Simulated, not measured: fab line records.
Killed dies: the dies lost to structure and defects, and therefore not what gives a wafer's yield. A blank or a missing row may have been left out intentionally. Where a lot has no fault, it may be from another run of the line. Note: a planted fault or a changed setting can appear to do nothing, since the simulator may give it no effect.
Problem report, 8D (eight disciplines) form, completed by code + flow n5_finfet + the parts of the form that need people (team, actions taken, sign-off) are left out

## 1. PROBLEM STATEMENT
At N5_PASSIVATION_PROBE_49, killed_at_M4_up averages 139 over 6 wafers from 2 lots, while fault-free wafers read 13, standard deviation 5.1. Relative to the usual mean, that is a shift of +25 standard deviations.
Seen first at day 15 03:49 on prober-01, wafer L470.1. The record holds 8 wafers of 3 lots with a number at this step. By rule, "out" or "out of limits" means more than 4 standard deviations away from the usual mean. The rest of the wafers with a number are treated as sound.

## 2. WHAT IT IS, AND WHAT IT ISN'T
| question                    | is                     | is not                                                                              |
|-----------------------------|------------------------|-------------------------------------------------------------------------------------|
| which readings at this step | killed_at_M4_up        | killed_at_contacts, killed_at_front_end, killed_at_other, killed_open, killed_short |
| which lots                  | L470, L472             | L466                                                                                |
| which wafers of those lots  | all that have a number | -                                                                                   |
| read on which tools         | prober-01, prober-02   | -                                                                                   |
| when                        | from day 15 03:49      | up to then (2 sound wafers)                                                         |

## 3. THE SUSPECTS, EACH WITH WHAT RULES IT OUT
Counting: a tool at any process step up to the reading remains a suspect when it ran all the lots that are out and ran no sound lot after the first of those.
- wet_bench-05 at N5_BEOL_M7_HM_STRIP_39 (strips TiN in peroxide tin strip, target depth 25 nm, time 158 s): kept. It ran every lot that is out, first L470 (day 12 03:32), and no sound lot after that; its last sound lot up to then is L466 (day 11 03:50).
- rie_diel-02 at N5_MIM_BOT_ETCH_STRIP_01 (strips in O2): kept. It ran every lot that is out, first L470 (day 14 18:11), and no sound lot after that.
Remaining after the count are wet_bench-05 at N5_BEOL_M7_HM_STRIP_39 and rie_diel-02 at N5_MIM_BOT_ETCH_STRIP_01.

## 4. THE CAUSE (what the simulator had put in)
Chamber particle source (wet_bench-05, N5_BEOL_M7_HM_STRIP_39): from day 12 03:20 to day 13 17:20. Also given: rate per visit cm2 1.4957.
2 suspects survive the count, and this tool is in that group.

## 5. THE CHAIN OF EFFECTS, in route order
Each row: a reading whose mean over the struck wafers that have a number lies more than 3 standard deviations from the usual. Scope: only readings with a usual standard deviation given in the record; hours: median across lots of the time from each lot's start at the first step in this table that gives one to its start at this step; sigmas: change in usual standard deviations.
| hours | step                    | reading              | usual  | on struck wafers | change | sigmas |
|-------|-------------------------|----------------------|--------|------------------|--------|--------|
| 0     | N5_PASSIVATION_PROBE_49 | defect_limited_yield | 91.7 % | 82.2             | -9.5   | -5.6   |
| 0     | N5_PASSIVATION_PROBE_49 | killed_at_M4_up      | 13     | 139              | +126   | +25    |
| 0     | N5_PASSIVATION_PROBE_49 | killed_dies          | 98     | 210              | +112   | +5.6   |
| 0     | N5_PASSIVATION_PROBE_49 | sort_bin_5_function  | 4.8 %  | 10.4             | +5.6   | +5.1   |
| 0     | N5_PASSIVATION_PROBE_49 | sort_n_pass          | 1082   | 970              | -112   | -5.6   |
| 0     | N5_PASSIVATION_PROBE_49 | sort_yield_pct       | 91.7 % | 82.2             | -9.5   | -5.6   |
The process steps in it:
- N5_PASSIVATION_PROBE_49

## 6. WHAT WOULD HAVE CAUGHT IT SOONER
First out-of-limits reading in this record: day 15 03:49, which is 72 hours after fault onset at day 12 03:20.
All the lots that are out (2) had begun N5_BEOL_M7_HM_STRIP_39 on wet_bench-05 by day 15 03:49. A hold on the tool at that time would have spared none of them.
